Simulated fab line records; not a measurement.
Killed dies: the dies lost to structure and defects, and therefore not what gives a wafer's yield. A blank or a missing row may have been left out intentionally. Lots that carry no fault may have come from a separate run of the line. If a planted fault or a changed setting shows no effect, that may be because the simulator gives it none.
Chamber matching -- flow nandHarc -- 4 sister chambers for NHARC_A_BLC_STRIP_29 on rieDiel-12
The step strips in CF4. 27 wafers are shown with their chamber, then 12 later ones without.

WAFERS PAIRED WITH THEIR CHAMBERS
wafer,chamber,showerheadPlenumPTorr (Torr),drypumpMotorCurrentA (A),oesProductAu (a.u.)
L075.2,0,1.80,6.1,1.028
L075.3,2,1.88,6.4,1.003
L075.6,3,1.89,4.6,0.992
L076.1,3,1.89,4.6,0.998
L076.4,1,1.68,6.0,0.983
L076.5,3,1.89,4.6,0.990
L079.1,0,1.80,6.1,1.012
L079.2,2,1.88,6.4,0.996
L079.3,3,1.89,4.6,1.000
L082.1,0,1.80,6.1,1.001
L082.4,2,1.88,6.3,0.989
L082.6,0,1.80,6.1,1.001
L081.1,3,1.89,4.6,0.994
L081.5,0,1.80,6.1,1.000
L081.6,1,1.68,6.0,0.983
L085.1,1,1.68,6.0,0.995
L085.3,0,1.80,6.1,1.001
L085.4,2,1.88,6.3,0.984
L090.1,1,1.68,6.0,0.990
L090.2,2,1.87,6.4,1.002
L090.6,1,1.68,6.0,1.000
L088.2,2,1.88,6.4,1.000
L088.4,1,1.68,6.0,1.002
L088.5,1,1.68,6.0,0.981
L089.2,0,1.80,6.1,1.008
L089.4,3,1.89,4.6,1.020
L089.6,3,1.89,4.6,1.020

SIGNATURES (averages over the wafers above)
reading,chamber 0,chamber 1,chamber 2,chamber 3,scatter within a chamber
showerheadPlenumPTorr,1.8000,1.6800,1.8783,1.8900,0.0019
drypumpMotorCurrentA,6.100,6.000,6.367,4.600,0.0241
oesProductAu,1.00729,0.99057,0.99567,1.00200,0.0101
Rule: a wafer lies at a distance from a chamber equal to the root of the sum of squares, over the readings, of (its reading less the chamber's mean, divided by the reading's scatter). The wafer belongs to the nearest chamber; if the next one is less than 2 further off, it can't be placed. How the scatter is found: for the shown wafers, subtract from each reading the mean of its chamber, square and add these, divide the total by (wafers less chambers), then take the root.

WAFERS MISSING THEIR CHAMBER
wafer,showerheadPlenumPTorr (Torr),drypumpMotorCurrentA (A),oesProductAu (a.u.)
L093.3,1.80,6.0,1.013
L093.4,1.87,6.4,0.999
L093.5,1.68,6.0,1.001
L096.1,1.89,4.6,1.008
L096.3,1.87,6.3,0.999
L096.6,1.68,6.0,1.002
L095.2,1.68,6.0,0.988
L095.5,1.89,4.6,0.991
L095.6,1.80,6.1,1.022
L097.3,1.89,4.6,1.021
L097.4,1.87,6.4,1.003
L097.6,1.68,6.0,1.006

EACH ONE'S CHAMBER
wafer,from the rows above,in truth
L093.3,0,0
L093.4,2,2
L093.5,1,1
L096.1,3,3
L096.3,2,2
L096.6,1,1
L095.2,1,1
L095.5,3,3
L095.6,0,0
L097.3,3,3
L097.4,2,2
L097.6,1,1
Placed correctly: 12 of 12. Left unplaced by these rows: 0. Wrongly placed: 0.
